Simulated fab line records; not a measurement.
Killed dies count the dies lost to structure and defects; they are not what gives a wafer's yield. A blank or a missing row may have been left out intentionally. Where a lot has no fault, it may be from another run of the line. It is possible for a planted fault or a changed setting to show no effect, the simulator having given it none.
Which tool did it? ; flow n5-finfet ; 24 lots, 72 wafers sampled, at 6 steps of a route of 1938

WHAT EACH GAUGE READ, for each wafer
N5_BEOL_M1_INSPECT_59: inspects for defects (darkfield).
lot;measured;on;raw-defect-count
L074;day 6 12:14;defect-inspect-02;122 114 112
L075;day 6 15:56;defect-inspect-01;84 105 66
L076;day 7 02:56;defect-inspect-01;42 88 68
L077;day 7 17:06;defect-inspect-02;65 118 104
L078;day 7 20:16;defect-inspect-01;69 86 82
L079;day 7 21:30;defect-inspect-01;58 60 74
L080;day 7 23:49;defect-inspect-01;103 70 52
L081;day 8 08:24;defect-inspect-02;131 65 70
L082;day 8 12:16;defect-inspect-01;73 65 62
L083;day 8 22:18;defect-inspect-02;109 109 76
L084;day 8 22:02;defect-inspect-01;82 119 82
L085;day 9 08:59;defect-inspect-02;56 55 85
L086;day 9 15:56;defect-inspect-01;134 138 100
L087;day 9 19:15;defect-inspect-02;68 65 64
L088;day 10 00:47;defect-inspect-01;42 63 54
L090;day 10 17:10;defect-inspect-01;41 71 43
L091;day 10 22:01;defect-inspect-01;82 67 87
L089;day 10 22:07;defect-inspect-01;120 62 102
L092;day 11 01:33;defect-inspect-01;76 62 82
L093;day 11 04:33;defect-inspect-02;108 70 98
L094;day 11 16:55;defect-inspect-01;90 82 86
L095;day 12 01:44;defect-inspect-01;80 38 41
L096;day 12 05:00;defect-inspect-02;54 109 80
L097;day 12 12:22;defect-inspect-02;82 47 72

N5_BEOL_M2_OVL_MEAS_12.
lot;measured;on;M2_OVL (nm)
L074;day 6 13:00;overlay-02;-0.3 -0.8 -0.2
L075;day 6 16:36;overlay-01;0.9 -0.3 0.3
L076;day 7 04:22;overlay-01;-0.6 0.3 -0.9
L077;day 7 20:13;overlay-01;-0.5 -1.3 -0.9
L078;day 7 21:12;overlay-01;-0.1 0.4 -0.2
L079;day 7 22:27;overlay-01;0.7 0.2 0.7
L080;day 8 02:10;overlay-02;-0.4 -0.2 -0.2
L081;day 8 09:22;overlay-01;-1.3 -1.3 -0.2
L082;day 8 15:08;overlay-02;0.6 0.0 -0.1
L083;day 8 23:45;overlay-01;0.8 0.3 0.5
L084;day 8 23:25;overlay-02;-1.2 -1.2 -0.2
L085;day 9 12:23;overlay-01;0.3 -0.9 1.2
L086;day 9 16:38;overlay-01;-0.7 0.8 -1.1
L087;day 9 20:59;overlay-02;0.4 -1.0 0.0
L088;day 10 05:13;overlay-02;-0.2 0.1 -0.3
L090;day 10 18:05;overlay-02;-0.4 -0.1 -0.5
L091;day 11 00:26;overlay-02;0.3 0.8 -0.3
L089;day 11 00:32;overlay-01;0.7 -0.1 0.2
L092;day 11 04:05;overlay-02;-0.1 0.6 0.6
L093;day 11 07:52;overlay-01;-0.7 -0.4 -0.8
L094;day 11 18:25;overlay-01;0.4 0.0 -0.9
L095;day 12 03:43;overlay-01;0.8 -0.2 0.7
L096;day 12 07:31;overlay-02;-1.1 -1.3 -1.1
L097;day 12 13:36;overlay-02;0.5 -0.1 0.6

EACH LOT AND THE TOOL THAT RAN IT (in order: tool; ch and the chambers of the sampled wafers; start)
lot;N5_BEOL_M1_ETCH_77;N5_BEOL_M1_ANNEAL_82;N5_BEOL_M1_SPUTTER_88;N5_BEOL_M2_PECVD_72
L074;rie-diel-03 ch 0,1,2, day 6 05:26;pvd-sputter-02, day 6 09:44;pvd-sputter-02, day 6 10:05;pecvd-02 ch 1,2, day 6 12:23
L075;rie-diel-03 ch 0,1,2, day 6 10:52;pvd-sputter-03, day 6 13:38;pvd-sputter-03, day 6 13:59;pecvd-01 ch 0,1,2, day 6 16:05
L076;rie-diel-03 ch 1,3, day 6 14:43;pvd-sputter-01, day 7 00:38;pvd-sputter-01, day 7 00:59;pecvd-02 ch 0,1,2, day 7 03:05
L077;rie-diel-06 ch 0,1,2, day 7 05:29;pvd-sputter-02, day 7 12:10;pvd-sputter-02, day 7 12:30;pecvd-04 ch 0,1,2, day 7 17:15
L078;rie-diel-06 ch 0,1,2, day 7 08:42;pvd-sputter-02, day 7 16:52;pvd-sputter-02, day 7 17:12;pecvd-01 ch 0,1,2, day 7 20:25
L079;rie-diel-04 ch 0,3, day 7 13:25;pvd-sputter-02, day 7 18:55;pvd-sputter-02, day 7 19:17;pecvd-01 ch 1,2, day 7 21:38
L080;rie-diel-04 ch 0,2, day 7 18:50;pvd-sputter-02, day 7 21:12;pvd-sputter-02, day 7 21:34;pecvd-02 ch 0,1, day 7 23:58
L081;rie-diel-03 ch 0,1, day 8 00:40;pvd-sputter-01, day 8 06:05;pvd-sputter-01, day 8 06:26;pecvd-01 ch 0,2, day 8 08:32
L082;rie-diel-04 ch 0,1, day 8 01:18;pvd-sputter-02, day 8 09:55;pvd-sputter-02, day 8 10:17;pecvd-01 ch 0,1,2, day 8 12:25
L083;rie-diel-06 ch 1,2,3, day 8 16:12;pvd-sputter-03, day 8 19:58;pvd-sputter-03, day 8 20:19;pecvd-02 ch 0,1,2, day 8 22:26
L084;rie-diel-03 ch 1,3, day 8 16:25;pvd-sputter-02, day 8 19:43;pvd-sputter-02, day 8 20:05;pecvd-01 ch 1,2, day 8 22:10
L085;rie-diel-03 ch 1,2,3, day 8 23:07;pvd-sputter-02, day 9 06:40;pvd-sputter-02, day 9 07:02;pecvd-02 ch 0,1,2, day 9 09:07
L086;rie-diel-06 ch 0,2, day 9 09:49;pvd-sputter-01, day 9 13:33;pvd-sputter-01, day 9 13:55;pecvd-04 ch 0,1,2, day 9 16:06
L087;rie-diel-04 ch 0,2, day 9 09:55;pvd-sputter-02, day 9 16:53;pvd-sputter-02, day 9 17:15;pecvd-02 ch 0,1, day 9 19:25
L088;rie-diel-03 ch 0,1,3, day 9 16:32;pvd-sputter-03, day 9 22:27;pvd-sputter-03, day 9 22:49;pecvd-04 ch 0,2, day 10 00:57
L090;rie-diel-04 ch 0,2,3, day 10 08:02;pvd-sputter-02, day 10 14:51;pvd-sputter-02, day 10 15:13;pecvd-01 ch 0,2, day 10 17:19
L091;rie-diel-03 ch 2,3, day 10 12:27;pvd-sputter-03, day 10 19:37;pvd-sputter-03, day 10 19:58;pecvd-01 ch 0,2, day 10 22:09
L089;rie-diel-06 ch 0,3, day 10 12:50;pvd-sputter-02, day 10 19:44;pvd-sputter-02, day 10 20:05;pecvd-01 ch 0,1,2, day 10 22:16
L092;rie-diel-06 ch 0,2,3, day 10 19:04;pvd-sputter-02, day 10 23:14;pvd-sputter-02, day 10 23:35;pecvd-01 ch 0,1,2, day 11 01:41
L093;rie-diel-06 ch 1,2,3, day 10 22:47;pvd-sputter-02, day 11 02:14;pvd-sputter-02, day 11 02:35;pecvd-04 ch 0,1,2, day 11 04:41
L094;rie-diel-06 ch 0,1, day 11 05:32;pvd-sputter-03, day 11 14:24;pvd-sputter-03, day 11 14:46;pecvd-04 ch 0,1,2, day 11 17:04
L095;rie-diel-04 ch 0,3, day 11 13:47;pvd-sputter-03, day 11 23:25;pvd-sputter-03, day 11 23:47;pecvd-02 ch 0,1, day 12 01:52
L096;rie-diel-06 ch 1,2,3, day 11 23:20;pvd-sputter-01, day 12 02:35;pvd-sputter-01, day 12 02:56;pecvd-02 ch 0,1,2, day 12 05:08
L097;rie-diel-03 ch 1,2,3, day 11 23:40;pvd-sputter-03, day 12 10:03;pvd-sputter-03, day 12 10:25;pecvd-01 ch 0,1,2, day 12 12:31
- N5_BEOL_M1_ETCH_77: etches underlayer in N2/H2, target depth 6.5 nm, time 5.2 s.
- N5_BEOL_M1_ANNEAL_82: time 240 s.
- N5_BEOL_M1_SPUTTER_88: material Cu, target thk 4.5 nm, time 8.29 s.
- N5_BEOL_M2_PECVD_72: deposits SiO2 from TEOS/O2, target thk 16 nm, time 18 s.

WHAT THE TOOLS THEMSELVES READ (means of the sampled wafers that have a number; where no wafer has one, the mark that the record gives instead)
N5_BEOL_M1_ETCH_77.
lot;tool;drypump-motor-current-A (A);etch-rf-on-time-s (s);oes-product-au (a.u.);rf-vpp-V (V);showerhead-plenum-p-Torr (Torr);throttle-valve-pct (%)
L074;rie-diel-03;6.0;5.13;0.76;524.3;2.54;17.7
L075;rie-diel-03;6.0;5.11;0.75;524.0;2.54;17.7
L076;rie-diel-03;6.2;5.15;0.65;528.4;2.64;17.9
L077;rie-diel-06;5.6;5.18;0.65;524.7;2.57;18.1
L078;rie-diel-06;5.6;5.12;0.65;524.7;2.57;18.1
L079;rie-diel-04;6.0;5.25;0.60;522.8;2.52;18.2
L080;rie-diel-04;5.8;5.12;0.67;520.8;2.47;18.1
L081;rie-diel-03;5.8;5.16;0.72;522.9;2.54;17.6
L082;rie-diel-04;5.8;5.25;0.58;524.6;2.58;18.1
L083;rie-diel-06;5.6;5.18;0.70;524.3;2.56;18.0
L084;rie-diel-03;6.3;5.29;0.64;526.4;2.64;17.9
L085;rie-diel-03;6.2;5.21;0.69;523.7;2.59;17.9
L086;rie-diel-06;5.6;5.26;0.62;525.7;2.60;18.0
L087;rie-diel-04;5.9;5.11;0.74;522.6;2.47;18.0
L088;rie-diel-03;6.0;5.15;0.68;525.7;2.58;17.8
L090;rie-diel-04;5.8;5.17;0.71;523.1;2.50;17.9
L091;rie-diel-03;6.3;5.13;0.73;523.0;2.53;17.7
L089;rie-diel-06;5.7;5.22;0.65;525.7;2.61;17.8
L092;rie-diel-06;5.6;5.16;0.68;525.1;2.59;17.8
L093;rie-diel-06;5.6;5.18;0.68;525.7;2.55;18.0
L094;rie-diel-06;5.9;5.23;0.59;524.3;2.54;18.3
L095;rie-diel-04;5.7;5.19;0.69;524.0;2.53;17.9
L096;rie-diel-06;5.6;5.20;0.67;524.7;2.55;18.0
L097;rie-diel-03;6.2;5.19;0.67;524.3;2.58;17.9

N5_BEOL_M1_ANNEAL_82.
lot;tool;heater-power-w (W)
L074;pvd-sputter-02;796
L075;pvd-sputter-03;850
L076;pvd-sputter-01;811
L077;pvd-sputter-02;844
L078;pvd-sputter-02;850
L079;pvd-sputter-02;785
L080;pvd-sputter-02;916
L081;pvd-sputter-01;826
L082;pvd-sputter-02;863
L083;pvd-sputter-03;872
L084;pvd-sputter-02;902
L085;pvd-sputter-02;807
L086;pvd-sputter-01;831
L087;pvd-sputter-02;856
L088;pvd-sputter-03;905
L090;pvd-sputter-02;746
L091;pvd-sputter-03;811
L089;pvd-sputter-02;820
L092;pvd-sputter-02;875
L093;pvd-sputter-02;859
L094;pvd-sputter-03;870
L095;pvd-sputter-03;809
L096;pvd-sputter-01;880
L097;pvd-sputter-03;839

N5_BEOL_M1_SPUTTER_88.
lot;tool;chuck-gas-flow-sccm (sccm);throttle-valve-pct (%)
L074;pvd-sputter-02;1.29;30.7
L075;pvd-sputter-03;1.25;30.1
L076;pvd-sputter-01;1.31;30.6
L077;pvd-sputter-02;1.23;30.8
L078;pvd-sputter-02;1.28;30.7
L079;pvd-sputter-02;1.27;30.5
L080;pvd-sputter-02;1.23;31.1
L081;pvd-sputter-01;1.23;30.4
L082;pvd-sputter-02;1.27;30.8
L083;pvd-sputter-03;1.22;30.2
L084;pvd-sputter-02;1.28;30.8
L085;pvd-sputter-02;1.29;30.5
L086;pvd-sputter-01;1.27;30.7
L087;pvd-sputter-02;1.26;31.0
L088;pvd-sputter-03;1.24;30.3
L090;pvd-sputter-02;1.32;30.5
L091;pvd-sputter-03;1.24;29.9
L089;pvd-sputter-02;1.25;30.6
L092;pvd-sputter-02;1.27;30.7
L093;pvd-sputter-02;1.19;31.0
L094;pvd-sputter-03;1.27;30.5
L095;pvd-sputter-03;1.20;30.0
L096;pvd-sputter-01;1.26;30.3
L097;pvd-sputter-03;1.23;30.2

N5_BEOL_M2_PECVD_72.
lot;tool;heater-power-w (W);showerhead-plenum-p-Torr (Torr);throttle-valve-pct (%)
L074;pecvd-02;757;8.70;22.8
L075;pecvd-01;712;8.76;22.6
L076;pecvd-02;757;8.75;22.7
L077;pecvd-04;743;8.81;22.2
L078;pecvd-01;746;8.76;22.6
L079;pecvd-01;645;8.74;21.7
L080;pecvd-02;754;8.77;22.7
L081;pecvd-01;753;8.80;22.6
L082;pecvd-01;708;8.77;22.6
L083;pecvd-02;745;8.74;22.6
L084;pecvd-01;665;8.79;21.8
L085;pecvd-02;781;8.74;22.7
L086;pecvd-04;752;8.80;22.3
L087;pecvd-02;703;8.78;22.6
L088;pecvd-04;841;8.79;23.3
L090;pecvd-01;777;8.81;22.8
L091;pecvd-01;789;8.78;23.4
L089;pecvd-01;713;8.76;22.6
L092;pecvd-01;711;8.76;22.6
L093;pecvd-04;719;8.81;22.1
L094;pecvd-04;746;8.81;22.5
L095;pecvd-02;710;8.78;22.8
L096;pecvd-02;775;8.72;22.1
L097;pecvd-01;744;8.75;22.6

THE ANSWER, worked out from the rows above alone
Rule: the lots themselves supply what counts as usual. The widest of any qualifying gaps counts: lots, ordered by their means at a reading, are off when they make up no more than a third of the lots, leave a main group of 4 or more, and stand apart from it by 3 or more times the standard deviation of that group's means. If all means in a main group match to the digits the tables above print for the reading, that group is not used. A lot without any number at a reading at which 4 lots or more have one is off too. The other lots that the step has rows for count as sound. First the gauges in route order, then the tools' own readings, where a lot's mean is used as printed above. The first step at which some lot is off is used, and at that step the reading that is off furthest; a lot without a number counts as furthest.
No lot is off on any of the readings shown, so nothing can be concluded from this.

WHAT THE SIMULATOR PUT IN
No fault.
